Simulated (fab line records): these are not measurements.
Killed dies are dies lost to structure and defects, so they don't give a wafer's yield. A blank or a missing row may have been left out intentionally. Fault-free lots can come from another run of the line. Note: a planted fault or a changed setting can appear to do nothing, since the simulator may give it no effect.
Chamber matching -- flow n5 finfet -- 4 sister chambers for N5_FIN_SAQP_ETCH_34 on rie diel-01
The step etches SiO2 in C4F6/O2, target depth 45 nm, time 15 s. 22 wafers are shown with their chamber, then 11 later ones without.

== WAFERS WITH THEIR CHAMBER ==
wafer,chamber,drypump motor current A (A),showerhead plenum p Torr (Torr),throttle valve pct (%)
L074.1,2,5.7,2.83,21.43
L074.2,1,5.8,2.82,21.05
L074.5,0,6.5,2.80,20.91
L076.3,3,4.8,2.85,21.20
L076.4,1,5.7,2.82,21.06
L076.6,3,4.8,2.85,21.20
L077.4,1,5.7,2.81,21.05
L077.5,3,4.8,2.85,21.19
L077.6,2,5.7,2.82,21.44
L078.4,2,5.7,2.82,21.43
L078.5,2,5.7,2.82,21.44
L078.6,3,4.8,2.85,21.21
L079.2,2,5.7,2.82,21.43
L079.4,3,4.8,2.85,21.20
L079.6,2,5.7,2.82,21.45
L080.1,3,4.8,2.85,21.21
L080.4,0,6.5,2.80,20.57
L080.5,2,5.7,2.82,21.43
L083.2,2,5.7,2.81,21.44
L083.5,1,5.8,2.81,21.06
L083.6,0,6.6,2.80,20.60
L084.1,1,5.7,2.81,21.09

SIGNATURES (means of the wafers above)
reading,chamber 0,chamber 1,chamber 2,chamber 3,scatter within a chamber
drypump motor current A,6.533,5.740,5.700,4.800,0.0322
showerhead plenum p Torr,2.8000,2.8140,2.8200,2.8500,0.00422
throttle valve pct,20.6933,21.0620,21.4363,21.2017,0.0635
Rule: a wafer's distance from a chamber is the root of the sum, over the readings, of the square of ((its reading less the chamber's mean) divided by the reading's scatter). If the next closest chamber is less than 2 further off than the closest, the wafer can't be placed; otherwise it belongs to the closest. The scatter: the root of (the sum of the squares of (reading less its chamber's mean) over the shown wafers, divided by (wafers less chambers)).

== WAFERS MISSING THEIR CHAMBER ==
wafer,drypump motor current A (A),showerhead plenum p Torr (Torr),throttle valve pct (%)
L084.3,6.5,2.80,20.60
L084.6,5.7,2.81,21.08
L085.1,4.8,2.84,21.24
L085.2,5.7,2.81,21.46
L085.3,6.5,2.80,20.61
L090.1,4.8,2.84,21.24
L090.2,5.7,2.81,21.45
L090.6,4.8,2.84,21.25
L092.3,6.5,2.79,20.61
L092.4,6.6,2.79,20.61
L092.6,4.8,2.83,21.26

== CHAMBER TAKEN BY EACH ==
wafer,from the rows above,in truth
L084.3,0,0
L084.6,1,1
L085.1,3,3
L085.2,2,2
L085.3,0,0
L090.1,3,3
L090.2,2,2
L090.6,3,3
L092.3,0,0
L092.4,0,0
L092.6,3,3
Correctly placed: 11 of 11. Can't be placed from these rows: 0. Wrongly placed: 0.
